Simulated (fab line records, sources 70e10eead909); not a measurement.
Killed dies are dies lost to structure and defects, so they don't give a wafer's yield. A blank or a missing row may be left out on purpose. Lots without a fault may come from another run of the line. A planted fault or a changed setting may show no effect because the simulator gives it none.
fab line records | flow nand_harc
record lots=24 wafers=72 last_day=33
route steps=1302 shown A_SGD_CUT@902 A_CONTACT@986
lots that met no fault: from a run of the same line without faults
start_h: hours from the record's first day to the start of the lot's first wafer shown | wait_h: hours since the lot's step before | " the same as in the row above | L1.1+2: a row that stands for several wafers | - no value, or no start given | * or withheld: withheld | < > ~ a bound
route shown NAME@n: a module of which the file shows steps, and the number in the route of the first | usual: mean/standard deviation of fault-free wafers | same: alike in all rows | chamber/n: place in a boat | sites: the reading at each site | _std_site: their standard deviation | _edge_site: outer sites' mean less inner sites' | radius_mm: how far each site lies from the wafer's centre | mask NAME#n: copy n | behind: the tool/chamber that last shaped the wafer | hold: why the lot was held/for how many hours/how that ended | device: the transistor (n, p or np) that didn't switch | end of line: the same wafers' tests at the end of the route | a step without rows: its recipe alone | killed: dies lost to structure and defects at the first sort, not the wafer's yield | map: a wafer's dies, x killed, . not, _ none there
set.NAME: the setting as run; set.NAME@STEP: as run at that earlier step | model.NAME: the simulator's own value behind a step, which no gauge read
steps of the route over a sample of lots; a table a step, a row a wafer
services: from which hour (start_h, from the record's first day; less than 0 if before it) a tool's chamber was out of use, for how many hours, and why
## steps
# step NHARC_A_SGD_CUT_OVL_MEAS_10
# usual overlay_x_nm=-0.1/1 overlay_y_nm=0.4/0.73
# columns lot.wafer tool chamber start_h wait_h overlay_x_nm overlay_y_nm
L075.1 overlay-01 - 443.60 - -1.6 0.0
L075.3 " - " " -1.6 -0.1
L075.6 " - " " -1.4 -0.5
L074.1 overlay-02 - 444.08 - -1.8 -0.7
L074.2 " - " " -1.9 -0.8
L074.6 " - " " -1.9 -0.6
L076.2 overlay-01 - 456.03 - 0.1 0.2
L076.3 " - " " 0.5 0.9
L076.4 " - " " -0.2 0.6
L077.1 overlay-02 - 465.75 - -0.9 0.3
L077.5 " - " " -1.0 0.8
L077.6 " - " " -1.0 0.3
L079.2 overlay-02 - 474.48 - -1.5 1.0
L079.5 " - " " -1.3 1.1
L079.6 " - " " -1.2 1.5
L078.4 overlay-02 - 474.91 - -1.3 0.5
L078.5 " - " " -0.1 -0.1
L078.6 " - " " -1.1 0.3
L081.1 overlay-01 - 501.61 - 0.2 0.2
L081.3 " - " " -0.2 0.3
L081.6 " - " " -0.1 -0.1
L080.1 overlay-02 - 502.17 - -0.8 1.0
L080.4 " - " " -0.3 0.3
L080.6 " - " " -0.5 1.3
L082.1 overlay-02 - 516.38 - 0.1 1.5
L082.2 " - " " 1.1 1.6
L082.4 " - " " -0.2 1.3
L083.1 overlay-02 - 528.34 - 2.3 -0.4
L083.5 " - " " 1.8 -0.2
L083.6 " - " " 2.0 -0.2
L084.2 overlay-01 - 547.09 - 0.1 -0.5
L084.3 " - " " -0.1 -0.6
L084.5 " - " " 0.5 -0.1
L086.1 overlay-02 - 552.19 - -0.4 1.4
L086.2 " - " " -1.0 1.6
L086.3 " - " " -0.9 1.2
L085.2 overlay-01 - 552.38 - 0.1 0.6
L085.4 " - " " 0.3 0.6
L085.5 " - " " -0.1 0.4
L087.4 overlay-01 - 562.67 - 0.9 0.5
L087.5 " - " " 0.7 1.3
L087.6 " - " " 0.7 1.3
L089.3 overlay-01 - 575.84 - -0.6 0.5
L089.5 " - " " -0.5 0.8
L089.6 " - " " -0.5 1.0
L088.1 overlay-01 - 582.90 - 1.4 -0.7
L088.3 " - " " 1.2 -0.6
L088.4 " - " " 0.5 0.1
L091.1 overlay-02 - 597.60 - 0.4 -0.1
L091.2 " - " " 0.2 0.0
L091.5 " - " " 0.1 0.3
L090.1 overlay-01 - 606.38 - 0.0 0.0
L090.3 " - " " -0.4 -0.4
L090.5 " - " " -0.6 -0.6
L092.1 overlay-01 - 620.51 - -0.8 -1.5
L092.2 " - " " -0.2 -0.5
L092.4 " - " " 0.0 -0.4
L095.1 overlay-01 - 634.16 - -0.3 0.2
L095.2 " - " " -0.7 -0.5
L095.5 " - " " -0.3 0.0
L094.1 overlay-01 - 634.20 - 0.7 1.4
L094.4 " - " " 0.4 1.7
L094.6 " - " " 0.8 0.9
L093.1 overlay-02 - 636.74 - -0.8 1.2
L093.5 " - " " -0.9 1.1
L093.6 " - " " -0.8 1.6
L096.1 overlay-01 - 636.97 - -0.4 0.4
L096.3 " - " " -0.6 0.8
L096.6 " - " " -0.2 0.9
L097.1 overlay-01 - 673.00 - 2.6 0.4
L097.2 " - " " 1.9 0.6
L097.4 " - " " 2.0 0.4
# step NHARC_A_SGD_CUT_ETCH_59
# recipe target_depth_a=2600 over_etch_frac=0.25 time_s=406.25 ion_energy_ev=200 n2_flow_sccm=150 h2_flow_sccm=150 ar_flow_sccm=0 rf_w=400 bias_w=150 chemistry=N2/H2
# usual drypump_motor_current_A=5.7/0.5 h2_flow_sccm=150.0/0.42 mfc_ar_sccm=0.004/0.008 oes_product_au=0.998/0.0082 rf_vpp_V=429.8/2.4 showerhead_plenum_p_Torr=2.01/0.08 throttle_valve_pct=14.172/0.0094
# columns lot.wafer tool chamber start_h wait_h drypump_motor_current_A h2_flow_sccm mfc_ar_sccm oes_product_au rf_hours_counter_h rf_vpp_V showerhead_plenum_p_Torr throttle_valve_pct
L075.1 rie_diel-02 0 - - 6.1 150.6 0.019 0.991 2 427.8 1.95 14.182
L075.3 " 1 " " 5.4 150.3 0 0.985 2 432.5 2.13 14.165
L075.6 " 0 " " 6.1 150.7 0.019 0.993 - 427.2 1.94 14.163
L074.2 rie_diel-13 3 - - 4.9 149.7 0 0.993 3 426.7 1.92 14.182
L074.1 " 1 " " 5.2 149.5 0 0.998 5 430.9 2.05 14.159
L074.6 " 3 " " 4.9 150.0 0 0.999 - 426.2 1.92 14.173
L076.2 rie_diel-12 2 - - 5.7 150.1 0 1.005 0 428.0 1.99 14.190
L076.4 " 3 " " 6.1 150.5 0 0.993 0 429.8 1.97 14.168
L076.3 " 0 " " 6.5 149.6 0 0.995 0 432.1 2.11 14.166
L077.1 rie_diel-13 3 - - 4.9 149.9 0 0.994 5 428.2 1.92 14.178
L077.6 " 3 " " 4.9 150.0 0 0.993 - 427.4 1.92 14.167
L077.5 " 0 " " 6.5 150.2 0 1.000 - 428.9 1.94 14.154
L079.2 rie_diel-12 3 - - 6.1 150.1 0 0.987 2 428.1 1.97 14.172
L079.6 " 1 " " 5.1 150.4 0 0.991 - 429.8 2.01 14.167
L079.5 " 2 " " 5.7 150.4 0 0.991 - 428.9 1.99 14.167
L078.4 rie_diel-02 2 - - 5.6 150.0 0 0.991 3 434.2 2.20 14.167
L078.5 " 3 " " 5.3 149.7 0.007 0.995 - 428.7 2.03 14.175
L078.6 " 0 " " 6.1 150.0 0.019 0.990 - 427.8 1.94 14.184
L081.1 rie_diel-12 3 - - 6.1 150.6 0 1.002 3 428.2 1.97 14.171
L081.3 " 1 " " 5.1 149.8 0 1.003 4 430.0 2.01 14.152
L081.6 " 3 " " 6.1 150.5 0 0.992 - 428.2 1.97 14.175
L080.4 rie_diel-13 3 - - 5.0 149.6 0 0.993 8 427.2 1.92 14.170
L080.1 " 0 " " 6.5 150.6 0 0.990 10 429.3 1.94 14.159
L080.6 " 0 " " 6.5 149.8 0 1.000 - 428.1 1.94 14.159
L082.1 rie_diel-13 2 - - 5.7 150.5 0.025 1.008 9 427.3 1.98 14.173
L082.2 " 3 " " 4.9 150.3 0 1.009 8 425.4 1.92 14.174
L082.4 " 0 " " 6.5 150.1 0 0.992 11 427.1 1.94 14.180
L083.1 rie_diel-02 0 - - 6.1 149.7 0.019 0.998 5 427.3 1.94 14.171
L083.6 " 2 " " 5.6 150.3 0 1.010 - 434.6 2.20 14.173
L083.5 " 3 " " 5.3 150.1 0.007 1.000 - 429.8 2.03 14.165
L084.2 rie_diel-13 3 - - 5.0 150.5 0 1.009 1 427.8 1.92 14.183
L084.3 " 0 " " 6.5 149.9 0 0.982 1 427.2 1.94 14.175
L084.5 " 2 " " 5.7 150.2 0.025 1.005 - 430.3 1.98 14.169
L086.1 rie_diel-02 1 - - 5.4 151.1 0 0.991 6 432.5 2.13 14.177
L086.2 " 2 " " 5.6 149.9 0 1.007 6 434.5 2.19 14.190
L086.3 " 3 " " 5.3 149.8 0.007 1.004 7 429.5 2.03 14.165
L085.2 rie_diel-12 3 - - 6.1 149.4 0 0.999 8 428.3 1.97 14.169
L085.4 " 1 " " 5.1 149.6 0 1.009 8 430.6 2.01 14.141
L085.5 " 2 " " 5.7 150.4 0 1.008 - 429.0 1.98 14.176
L087.4 rie_diel-02 3 - - 5.3 149.9 0.007 0.990 7 429.7 2.03 14.179
L087.6 " 0 " " 6.1 150.1 0.019 0.996 - 425.8 1.94 14.179
L087.5 " 1 " " 5.4 150.7 0 0.986 - 431.9 2.13 14.168
L089.3 rie_diel-12 0 - - 6.5 150.0 0 1.007 9 432.4 2.11 14.180
L089.5 " 0 " " 6.5 149.9 0 1.000 - 431.9 2.11 14.178
L089.6 " 1 " " 5.2 150.3 0 1.004 - 429.5 2.01 14.163
L088.1 rie_diel-13 3 - - 4.9 149.8 0 1.015 3 426.6 1.92 14.172
L088.3 " 0 " " 6.5 149.4 0 1.007 4 427.3 1.94 14.173
L088.4 " 2 " " 5.7 150.2 0.025 1.015 4 429.4 1.98 14.171
L091.1 rie_diel-12 3 - - 6.1 149.8 0 0.993 12 428.5 1.97 14.178
L091.2 " 1 " " 5.1 150.7 0 0.994 11 430.1 2.01 14.164
L091.5 " 3 " " 6.0 149.7 0 0.992 - 428.7 1.97 14.165
L090.1 rie_diel-12 2 - - 5.7 150.1 0 0.994 12 429.4 1.98 14.170
L090.3 " 0 " " 6.5 150.1 0 0.996 12 432.5 2.11 14.165
L090.5 " 3 " " 6.1 150.2 0 0.997 - 429.3 1.97 14.176
L092.1 rie_diel-02 1 - - 5.4 150.1 0 0.994 1 431.5 2.13 14.160
L092.4 " 3 " " 5.3 150.0 0.007 0.997 1 430.7 2.03 14.188
L092.2 " 0 " " 6.1 150.7 0.019 0.994 1 429.0 1.94 14.170
L095.1 rie_diel-12 3 - - 6.1 149.3 0 0.993 1 428.6 1.97 14.173
L095.2 " 0 " " 6.5 150.0 0 0.990 1 433.1 2.11 14.159
L095.5 " 3 " " 6.1 149.3 0 1.001 - 427.4 1.97 14.171
L094.4 rie_diel-02 3 - - 5.2 150.4 0.007 0.988 2 428.8 2.03 14.162
L094.1 " 0 " " 6.1 149.7 0.019 1.001 3 426.9 1.94 14.179
L094.6 " 1 " " 5.4 150.0 0 1.001 - 432.0 2.12 14.168
L093.1 rie_diel-13 0 - - 6.5 149.6 0 0.990 7 426.7 1.94 14.153
L093.5 " 2 " " 5.7 149.3 0.025 1.015 - 429.0 1.98 14.169
L093.6 " 3 " " 4.9 149.8 0 1.003 - 426.8 1.92 14.168
L096.3 rie_diel-12 0 - - 6.4 150.3 0 0.999 1 431.8 2.11 14.177
L096.1 " 1 " " 5.1 149.7 0 0.994 1 431.4 2.01 14.185
L096.6 " 3 " " 6.0 149.8 0 0.983 - 429.4 1.97 14.166
L097.2 rie_diel-13 1 - - 5.2 150.4 0 1.014 10 430.9 2.04 14.167
L097.4 " 2 " " 5.7 149.5 0.025 1.008 9 429.4 1.97 14.178
L097.1 " 3 " " 4.9 149.6 0 1.006 9 427.6 1.92 14.188
# step NHARC_A_CONTACT_DEP_29
# recipe target_thk_a=1000 target_thk_nm=100 temp_c=400 pressure_torr=3.5 flow_sccm=200 rf_w=350 material=SiON
# usual heater_power_outer_w=452/57 heater_power_w=737/86
# columns lot.wafer tool chamber start_h wait_h heater_power_outer_w heater_power_w since_wet_clean_h
L074.2 pecvd-04 0 493.74 2.9 483 797 30
L074.1 " 2 " " 365 625 30
L074.6 " 2 " " 362 622 -
L075.1 pecvd-03 0 494.80 3.6 548 819 116
L075.3 " 1 " " 394 636 116
L075.6 " 2 " " 431 702 -
L077.1 pecvd-04 2 514.85 3.7 319 551 51
L077.5 " 0 " " 476 757 -
L077.6 " 2 " " 337 562 -
L076.2 pecvd-04 1 516.74 2.8 395 664 53
L076.3 " 2 " " 412 660 53
L076.4 " 1 " " 389 681 -
L078.6 pecvd-03 2 523.29 0.1 447 696 -
L078.4 " 0 " " 465 705 -
L078.5 " 1 " " 449 750 -
L079.2 pecvd-02 1 530.51 2.9 383 717 110
L079.6 " 0 " " 636 1123 -
L079.5 " 1 " " 385 719 -
L080.1 pecvd-04 2 549.53 3.7 403 674 86
L080.4 " 2 " " 404 676 -
L080.6 " 1 " " 425 709 -
L081.3 pecvd-04 1 549.70 2.4 420 692 86
L081.1 " 0 " " 545 867 86
L081.6 " 1 " " 423 703 -
L082.1 pecvd-04 1 566.65 3.6 426 717 103
L082.2 " 2 " " 344 588 103
L082.4 " 1 " " 413 727 -
L083.1 pecvd-03 1 579.05 3.6 455 730 19
L083.6 " 2 " " 466 763 -
L083.5 " 0 " " 491 747 -
L084.2 pecvd-03 1 596.74 2.9 431 707 37
L084.3 " 2 " " 454 724 37
L084.5 " 1 " " 431 698 -
L085.2 pecvd-03 1 602.09 2.8 464 739 42
L085.5 " 1 " " 452 733 -
L085.4 " 2 " " 479 779 -
L086.2 pecvd-03 0 602.26 3.0 476 724 42
L086.3 " 1 " " 421 672 42
L086.1 " 2 " " 470 755 42
L087.5 pecvd-02 1 616.84 0.8 380 703 -
L087.6 " 2 " " 539 875 -
L087.4 " 0 " " 519 978 -
L089.3 pecvd-03 0 629.21 2.2 508 777 69
L089.5 " 2 " " 432 701 -
L089.6 " 1 " " 467 740 -
L088.1 pecvd-03 0 638.72 3.6 515 771 79
L088.3 " 1 " " 411 687 79
L088.4 " 0 " " 527 790 -
L091.2 pecvd-03 2 651.27 2.9 462 769 91
L091.1 " 1 " " 390 653 91
L091.5 " 2 " " 471 760 -
L090.1 pecvd-04 1 661.33 3.7 421 709 17
L090.3 " 0 " " 457 748 -
L090.5 " 0 " " 451 761 -
L092.1 pecvd-03 1 672.11 3.6 360 610 112
L092.2 " 2 " " 395 641 112
L092.4 " 1 " " 378 612 -
L095.2 pecvd-04 0 685.67 2.9 521 829 41
L095.1 " 2 " " 384 648 41
L095.5 " 0 " " 528 839 -
L093.1 pecvd-04 1 691.91 3.6 446 723 47
L093.6 " 0 " " 528 832 -
L093.5 " 1 " " 437 731 -
L094.1 pecvd-02 2 692.38 3.6 512 782 90
L094.4 " 0 " " 496 958 -
L094.6 " 1 " " 422 735 -
L096.1 pecvd-03 0 698.14 3.6 502 770 138
L096.3 " 1 " " 443 707 138
L096.6 " 2 " " 500 784 -
L097.1 pecvd-04 1 718.41 3.6 468 774 74
L097.2 " 0 " " 424 726 74
L097.4 " 2 " " 389 641 -
# step NHARC_A_CONTACT_OVL_MEAS_43
# usual overlay_x_nm=-0.2/0.93 overlay_y_nm=0.2/0.9
# columns lot.wafer tool chamber start_h wait_h overlay_x_nm overlay_y_nm
L074.1 overlay-01 - 494.43 - 1.0 -0.4
L074.2 " - " " 0.5 -0.3
L074.6 " - " " 0.4 -0.6
L075.1 overlay-02 - 495.45 - 1.3 -0.8
L075.3 " - " " 0.3 -0.6
L075.6 " - " " 0.9 -1.0
L077.1 overlay-02 - 515.48 - 0.1 1.3
L077.5 " - " " 0.7 1.2
L077.6 " - " " 0.8 1.5
L076.2 overlay-02 - 517.55 - -0.7 -1.2
L076.3 " - " " -0.4 -1.6
L076.4 " - " " -0.5 -0.9
L078.4 overlay-02 - 523.89 - 0.1 1.4
L078.5 " - " " 0.2 0.7
L078.6 " - " " 0.8 1.0
L079.2 overlay-02 - 531.17 - -2.0 -1.4
L079.5 " - " " -1.9 -0.7
L079.6 " - " " -1.4 -1.3
L080.1 overlay-01 - 550.35 - 0.2 0.2
L080.4 " - " " 0.5 0.3
L080.6 " - " " 0.4 0.3
L081.1 overlay-02 - 550.52 - 0.0 1.0
L081.3 " - " " 0.0 1.5
L081.6 " - " " -0.1 1.1
L082.1 overlay-02 - 567.33 - -1.5 -0.3
L082.2 " - " " -1.3 -0.8
L082.4 " - " " -1.5 -0.8
L083.1 overlay-02 - 579.81 - -1.3 -1.8
L083.5 " - " " -1.1 -1.9
L083.6 " - " " -1.4 -1.9
L084.2 overlay-01 - 597.39 - -0.6 1.8
L084.3 " - " " -0.4 1.6
L084.5 " - " " -0.5 1.8
L085.2 overlay-02 - 602.77 - 0.2 0.4
L085.4 " - " " -0.2 0.6
L085.5 " - " " 0.0 0.7
L086.1 overlay-01 - 603.08 - -0.5 1.2
L086.2 " - " " -0.8 0.9
L086.3 " - " " -1.2 1.4
L087.4 overlay-01 - 617.44 - -0.9 0.4
L087.5 " - " " -0.8 0.1
L087.6 " - " " -1.1 -0.1
L089.3 overlay-01 - 629.99 - 0.7 0.1
L089.5 " - " " 1.7 -0.1
L089.6 " - " " 1.1 0.1
L088.1 overlay-01 - 639.53 - -0.8 0.8
L088.3 " - " " -0.8 0.7
L088.4 " - " " -0.7 0.4
L091.1 overlay-01 - 651.96 - 2.2 1.0
L091.2 " - " " 1.7 0.8
L091.5 " - " " 1.6 0.6
L090.1 overlay-01 - 662.18 - -0.8 0.6
L090.3 " - " " -1.2 0.9
L090.5 " - " " -0.7 0.5
L092.1 overlay-02 - 672.92 - -2.1 0.1
L092.2 " - " " -2.3 -0.3
L092.4 " - " " -2.0 -0.2
L095.1 overlay-01 - 686.47 - 0.9 0.9
L095.2 " - " " 0.1 0.9
L095.5 " - " " 0.2 0.2
L093.1 overlay-01 - 692.69 - -0.3 1.0
L093.5 " - " " -0.2 0.9
L093.6 " - " " -0.6 1.7
L094.1 overlay-01 - 693.19 - 0.6 -0.1
L094.4 " - " " 0.7 -0.3
L094.6 " - " " 1.0 -0.3
L096.1 overlay-01 - 698.95 - -0.1 -0.9
L096.3 " - " " -0.2 -0.8
L096.6 " - " " -0.6 -0.4
L097.1 overlay-02 - 719.22 - -0.8 -0.4
L097.2 " - " " -0.3 -0.3
L097.4 " - " " -0.7 0.0
# step NHARC_A_CONTACT_ETCH_51
# recipe target_depth_a=70000 over_etch_frac=0.3 time_s=1820 ion_energy_ev=150 o2_flow_sccm=400 cos_flow_sccm=20 ar_flow_sccm=0 rf_w=500 bias_w=300 chemistry=O2/COS
# usual cos_flow_sccm=20.01/0.061 drypump_motor_current_A=5.9/0.33 mfc_ar_sccm=0.013/0.014 oes_product_au=1.000/0.0076 rf_vpp_V=314.0/2.2 showerhead_plenum_p_Torr=3.11/0.15 throttle_valve_pct=28.331/0.0093
# columns lot.wafer tool chamber start_h wait_h cos_flow_sccm drypump_motor_current_A mfc_ar_sccm oes_product_au rf_hours_counter_h rf_vpp_V showerhead_plenum_p_Torr throttle_valve_pct
L074.2 rie_diel-03 2 - - 20.05 6.0 0 1.000 6 309.3 2.92 28.318
L074.1 " 0 " " 20.04 5.7 0.031 0.997 6 310.6 2.94 28.321
L074.6 " 2 " " 20.04 6.0 0 1.005 - 310.5 2.92 28.334
L075.1 rie_diel-03 0 - - 19.90 5.7 0.031 1.008 7 311.2 2.94 28.333
L075.3 " 2 " " 20.03 6.0 0 1.005 7 310.8 2.92 28.334
L075.6 " 0 " " 19.98 5.7 0.031 0.996 - 312.2 2.94 28.353
L077.1 rie_diel-03 2 - - 19.96 5.9 0 1.003 10 311.7 2.92 28.331
L077.5 " 3 " " 20.04 6.2 0.014 0.996 - 316.6 3.28 28.336
L077.6 " 0 " " 19.99 5.7 0.031 0.995 - 311.6 2.94 28.336
L076.4 rie_diel-10 3 - - 20.03 5.9 0.002 1.014 29 312.8 3.01 28.317
L076.3 " 1 " " 19.97 6.5 0 1.001 30 315.2 3.18 28.331
L076.2 " 2 " " 20.05 5.8 0.011 0.999 29 316.0 3.27 28.324
L078.4 rie_diel-03 0 - - 20.09 5.7 0.031 0.997 12 311.5 2.93 28.326
L078.5 " 2 " " 19.99 6.0 0 0.985 - 312.0 2.92 28.340
L078.6 " 3 " " 20.06 6.2 0.014 0.999 - 316.5 3.28 28.333
L079.2 rie_diel-03 2 - - 19.91 6.0 0 0.992 13 312.6 2.92 28.335
L079.5 " 3 " " 20.08 6.1 0.014 0.991 - 315.8 3.27 28.330
L079.6 " 0 " " 19.84 5.7 0.031 0.992 - 311.8 2.93 28.328
L080.1 rie_diel-03 0 - - 20.04 5.7 0.031 0.989 17 310.4 2.93 28.348
L080.4 " 2 " " 20.05 6.0 0 1.005 18 311.5 2.92 28.328
L080.6 " 0 " " 20.00 5.7 0.031 0.997 - 311.2 2.93 28.321
L081.1 rie_diel-01 1 - - 20.06 6.1 0 1.004 53 315.8 3.29 28.339
L081.3 " 0 " " 19.93 5.5 0.032 1.003 50 315.0 3.15 28.318
L081.6 " 2 " " 19.98 5.5 0.011 1.004 - 313.8 3.12 28.340
L082.1 rie_diel-03 2 - - 20.00 6.0 0 0.991 21 312.1 2.92 28.324
L082.2 " 3 " " 20.05 6.2 0.014 0.995 21 316.1 3.27 28.335
L082.4 " 0 " " 20.05 5.8 0.031 0.994 20 311.7 2.93 28.328
L083.1 rie_diel-01 3 - - 19.96 5.9 0.045 0.994 3 314.6 3.15 28.329
L083.5 " 1 " " 20.02 6.1 0 1.001 - 317.1 3.29 28.322
L083.6 " 2 " " 19.99 5.5 0.011 0.992 - 315.3 3.12 28.329
L084.2 rie_diel-03 3 - - 19.97 6.2 0.014 0.993 26 315.4 3.27 28.330
L084.3 " 0 " " 19.94 5.7 0.031 0.991 25 311.2 2.93 28.310
L084.5 " 0 " " 20.05 5.7 0.031 0.984 - 311.2 2.93 28.345
L085.2 rie_diel-01 1 - - 19.93 6.1 0 1.002 13 316.9 3.28 28.318
L085.4 " 2 " " 20.14 5.5 0.011 0.993 14 314.2 3.11 28.338
L085.5 " 2 " " 20.11 5.5 0.011 0.996 - 315.6 3.11 28.359
L086.3 rie_diel-03 0 - - 20.01 5.7 0.031 0.996 27 312.2 2.93 28.331
L086.2 " 1 " " 20.07 6.3 0 1.001 24 315.7 3.28 28.328
L086.1 " 3 " " 20.09 6.2 0.014 0.999 27 315.3 3.27 28.337
L087.4 rie_diel-03 1 - - 20.01 6.3 0 1.001 26 316.0 3.28 28.326
L087.5 " 1 " " 20.05 6.3 0 0.997 - 315.6 3.28 28.334
L087.6 " 2 " " 20.00 5.9 0 0.980 - 312.1 2.91 28.336
L089.3 rie_diel-03 0 - - 19.98 5.7 0.031 1.007 33 311.4 2.92 28.349
L089.6 " 2 " " 20.14 6.0 0 1.002 - 310.8 2.91 28.321
L089.5 " 3 " " 19.99 6.2 0.014 1.009 - 315.7 3.26 28.329
L088.4 rie_diel-01 3 - - 20.02 5.9 0.045 1.009 28 314.8 3.14 28.330
L088.1 " 1 " " 19.99 6.1 0 1.010 25 316.6 3.28 28.336
L088.3 " 2 " " 19.89 5.5 0.011 1.015 26 315.3 3.11 28.341
L091.1 rie_diel-03 3 - - 19.92 6.2 0.014 1.000 1 315.8 3.26 28.337
L091.2 " 1 " " 20.01 6.3 0 0.991 1 317.6 3.28 28.329
L091.5 " 3 " " 19.99 6.2 0.014 1.010 - 317.2 3.26 28.323
L090.3 rie_diel-10 1 - - 20.04 6.5 0 0.996 19 314.7 3.15 28.343
L090.1 " 0 " " 20.05 5.0 0.004 1.001 22 313.5 3.11 28.319
L090.5 " 1 " " 19.96 6.4 0 1.006 - 315.1 3.15 28.329
L092.1 rie_diel-01 1 - - 20.00 6.2 0 1.003 34 316.0 3.27 28.334
L092.2 " 3 " " 19.99 5.9 0.045 1.009 36 316.5 3.13 28.335
L092.4 " 0 " " 20.02 5.5 0.032 1.003 38 314.4 3.13 28.339
L095.2 rie_diel-03 0 - - 20.06 5.7 0.031 0.999 5 311.3 2.92 28.335
L095.1 " 2 " " 19.93 6.0 0 1.010 6 311.6 2.91 28.334
L095.5 " 3 " " 19.91 6.2 0.014 1.011 - 315.8 3.26 28.336
L094.1 rie_diel-10 1 - - 20.13 6.4 0 1.005 26 314.8 3.15 28.320
L094.4 " 2 " " 20.04 5.8 0.011 1.008 17 315.1 3.25 28.329
L094.6 " 0 " " 19.86 5.0 0.004 1.006 - 315.4 3.11 28.326
L093.1 rie_diel-03 1 - - 20.02 6.4 0 0.990 8 315.0 3.27 28.333
L093.5 " 1 " " 20.02 6.4 0 0.986 - 317.3 3.27 28.320
L093.6 " 2 " " 19.93 6.0 0 0.994 - 310.2 2.91 28.325
L096.1 rie_diel-10 2 - - 20.00 5.8 0.011 1.006 19 316.0 3.25 28.332
L096.3 " 3 " " 20.04 5.9 0.002 1.003 29 311.8 2.98 28.326
L096.6 " 2 " " 19.96 5.8 0.011 0.992 - 315.5 3.25 28.324
L097.1 rie_diel-01 3 - - 19.97 5.9 0.045 1.002 55 313.6 3.12 28.333
L097.2 " 1 " " 20.06 6.2 0 0.994 52 316.5 3.26 28.339
L097.4 " 2 " " 19.99 5.5 0.011 1.003 51 314.4 3.10 28.327
# step NHARC_A_CONTACT_ETCH_118
# recipe source_w=withheld pressure_mtorr=20 bias_v=3000 time_s=190 target_depth_a=18500 ar_flow_sccm=withheld c4f8_flow_sccm=withheld o2_flow_sccm=withheld chemistry=C4F8/O2/Ar
# usual oes_air_line_au=0.997/0.021
# columns lot.wafer tool chamber start_h wait_h oes_air_line_au rf_hours_counter_h
L074.2 har_cap_etch-03 1 497.93 0.1 0.999 41
L074.1 " 0 " " 1.024 41
L074.6 " 0 " " 1.011 -
L075.1 har_cap_etch-02 1 499.70 0.1 1.001 84
L075.3 " 1 " " 0.987 -
L075.6 " 1 " " 0.983 -
L077.1 har_cap_etch-03 1 518.97 0.1 1.012 45
L077.5 " 1 " " 0.982 -
L077.6 " 0 " " 0.987 -
L076.2 har_cap_etch-01 0 520.72 0.1 1.041 2
L076.3 " 1 " " 1.001 -
L076.4 " 0 " " 1.024 -
L078.4 har_cap_etch-02 1 527.12 0.1 0.991 -
L078.6 " 0 " " 0.952 -
L078.5 " 1 " " 0.996 -
L079.2 har_cap_etch-02 1 534.38 0.1 0.986 92
L079.5 " 0 " " 0.977 -
L079.6 " 1 " " 0.943 -
L080.1 har_cap_etch-02 1 553.48 0.1 0.979 96
L080.4 " 1 " " 1.020 -
L080.6 " 0 " " 0.954 -
L081.1 har_cap_etch-01 0 553.69 0.1 1.024 9
L081.3 " 0 " " 0.996 -
L081.6 " 1 " " 0.991 -
L082.1 har_cap_etch-01 0 570.46 0.1 0.963 11
L082.2 " 1 " " 1.003 11
L082.4 " 0 " " 1.010 -
L083.1 har_cap_etch-03 0 582.95 0.1 1.008 57
L083.6 " 0 " " 1.016 -
L083.5 " 1 " " 0.990 -
L084.2 har_cap_etch-03 1 600.54 0.1 0.994 59
L084.3 " 0 " " 1.010 -
L084.5 " 1 " " 0.979 -
L085.2 har_cap_etch-01 1 605.95 0.1 1.037 17
L085.4 " 0 " " 1.015 -
L085.5 " 0 " " 0.997 -
L086.1 har_cap_etch-02 1 606.22 0.1 0.992 104
L086.2 " 0 " " 0.986 104
L086.3 " 1 " " 1.041 -
L087.4 har_cap_etch-03 1 620.79 0.1 1.003 -
L087.6 " 1 " " 1.008 -
L087.5 " 0 " " 0.987 -
L089.3 har_cap_etch-02 1 633.77 0.1 0.976 -
L089.5 " 0 " " 0.965 -
L089.6 " 1 " " 0.971 -
L088.1 har_cap_etch-01 0 642.83 0.1 1.018 24
L088.3 " 1 " " 0.983 -
L088.4 " 0 " " 1.021 -
L091.2 har_cap_etch-03 0 655.12 0.1 1.017 68
L091.1 " 1 " " 1.021 68
L091.5 " 0 " " 0.995 -
L090.1 har_cap_etch-02 0 665.90 0.1 1.007 115
L090.3 " 0 " " 1.002 -
L090.5 " 0 " " 0.981 -
L092.2 har_cap_etch-01 1 676.07 0.1 0.980 30
L092.1 " 0 " " 1.010 30
L092.4 " 1 " " 0.981 -
L095.1 har_cap_etch-03 0 689.65 0.1 1.036 73
L095.2 " 1 " " 1.008 73
L095.5 " 1 " " 1.011 -
L094.1 har_cap_etch-03 1 696.33 0.1 0.969 76
L094.4 " 1 " " 0.990 -
L094.6 " 0 " " 0.966 -
L093.1 har_cap_etch-01 1 696.58 0.1 0.999 33
L093.6 " 1 " " 0.993 -
L093.5 " 0 " " 0.995 -
L096.1 har_cap_etch-01 0 702.28 0.1 1.002 36
L096.3 " 1 " " 0.979 -
L096.6 " 0 " " 1.013 -
L097.2 har_cap_etch-02 0 722.58 0.1 1.001 125
L097.1 " 1 " " 1.020 125
L097.4 " 0 " " 0.999 -
## services
# columns tool chamber start_h hours kind
rie_diel-12 1 426.76 6.1 repair
pecvd-04 2 439.12 7.7 repair
pecvd-04 0 443.00 4.2 repair
rie_diel-12 - 445.40 9.0 pm
pecvd-04 - 450.48 13.0 pm
rie_diel-03 - 458.36 9.0 pm
rie_diel-12 2 491.65 2.8 repair
rie_diel-03 1 493.69 3.4 repair
har_cap_etch-02 - 496.86 0.3 repair
har_cap_etch-01 - 497.00 17.0 pm
rie_diel-13 1 517.50 1.8 repair
rie_diel-13 - 519.00 9.0 pm
pecvd-03 - 547.00 13.0 pm
rie_diel-12 1 554.42 7.1 repair
rie_diel-12 2 554.98 1.9 repair
rie_diel-12 - 561.29 0.2 repair
rie_diel-13 - 595.37 2.4 repair
rie_diel-03 - 598.97 1.0 repair
rie_diel-12 - 622.40 9.0 pm
pecvd-04 - 631.48 13.0 pm
rie_diel-03 - 635.36 9.0 pm
rie_diel-13 - 645.25 1.0 repair
rie_diel-03 - 654.68 0.5 repair
pecvd-04 2 660.83 3.9 repair
## key
fault none
